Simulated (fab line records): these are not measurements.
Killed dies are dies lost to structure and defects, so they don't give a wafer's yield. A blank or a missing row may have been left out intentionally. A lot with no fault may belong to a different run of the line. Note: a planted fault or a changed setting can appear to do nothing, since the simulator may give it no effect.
Matching of chambers	flow n5-finfet	rie-diel-06 running N5_BEOL_M6_DESCUM_33: 4 sister chambers
The step chemistry O2, time 7 s. 22 wafers are shown with their chamber, then 11 later ones without.

EACH WAFER AND ITS CHAMBER
wafer	chamber	drypump-motor-current-A (A)	showerhead-plenum-p-Torr (Torr)	throttle-valve-pct (%)
L075.2	3	6.4	2.20	20.49
L075.3	1	5.8	2.04	20.26
L075.6	3	6.4	2.20	20.49
L078.2	0	6.4	2.09	20.20
L078.3	2	4.9	2.08	20.58
L078.5	3	6.4	2.19	20.49
L081.1	0	6.4	2.09	20.21
L081.2	1	5.8	2.03	20.29
L081.4	2	4.9	2.08	20.58
L077.2	0	6.4	2.09	20.22
L077.4	3	6.4	2.19	20.51
L077.6	1	5.8	2.03	20.30
L082.2	2	4.9	2.08	20.59
L082.3	0	6.4	2.08	20.21
L082.4	3	6.4	2.19	20.51
L085.1	1	5.8	2.03	20.32
L085.3	0	6.4	2.08	20.21
L085.5	0	6.4	2.08	20.22
L087.2	1	5.8	2.03	20.33
L087.5	2	4.9	2.07	20.60
L087.6	3	6.4	2.19	20.52
L088.1	1	5.7	2.02	20.32

SIGNATURES (averages over the wafers above)
reading	chamber 0	chamber 1	chamber 2	chamber 3	scatter within a chamber
drypump-motor-current-A	6.400	5.783	4.900	6.400	0.0215
showerhead-plenum-p-Torr	2.0850	2.0300	2.0775	2.1933	0.00557
throttle-valve-pct	20.2117	20.3033	20.5875	20.5017	0.0163
Rule: for a wafer and a chamber, the distance is found by dividing, reading by reading, the gap between the wafer's reading and the chamber's mean by the reading's scatter, squaring, summing and taking the root. If the next closest chamber is less than 2 further off than the closest, the wafer can't be placed; otherwise it belongs to the closest. The scatter: take each reading less its chamber's mean, square it, sum over the shown wafers, divide by the number of wafers less the number of chambers, and take the root.

WAFERS WHOSE CHAMBER IS MISSING
wafer	drypump-motor-current-A (A)	showerhead-plenum-p-Torr (Torr)	throttle-valve-pct (%)
L088.4	6.3	2.08	20.22
L088.5	6.4	2.18	20.52
L090.3	5.7	2.02	20.33
L090.4	6.4	2.18	20.55
L090.6	6.4	2.18	20.55
L094.2	6.4	2.08	20.24
L094.3	4.9	2.07	20.28
L094.6	4.9	2.07	20.26
L096.4	5.7	2.02	20.36
L096.5	4.9	2.07	20.26
L096.6	6.4	2.18	20.55

CHAMBER TAKEN BY EACH
wafer	from the rows above	in truth
L088.4	0	0
L088.5	3	3
L090.3	1	1
L090.4	3	3
L090.6	3	3
L094.2	0	0
L094.3	2	2
L094.6	2	2
L096.4	1	1
L096.5	2	2
L096.6	3	3
Correctly placed: 11 of 11. Left unplaced by these rows: 0. Number placed wrongly: 0.
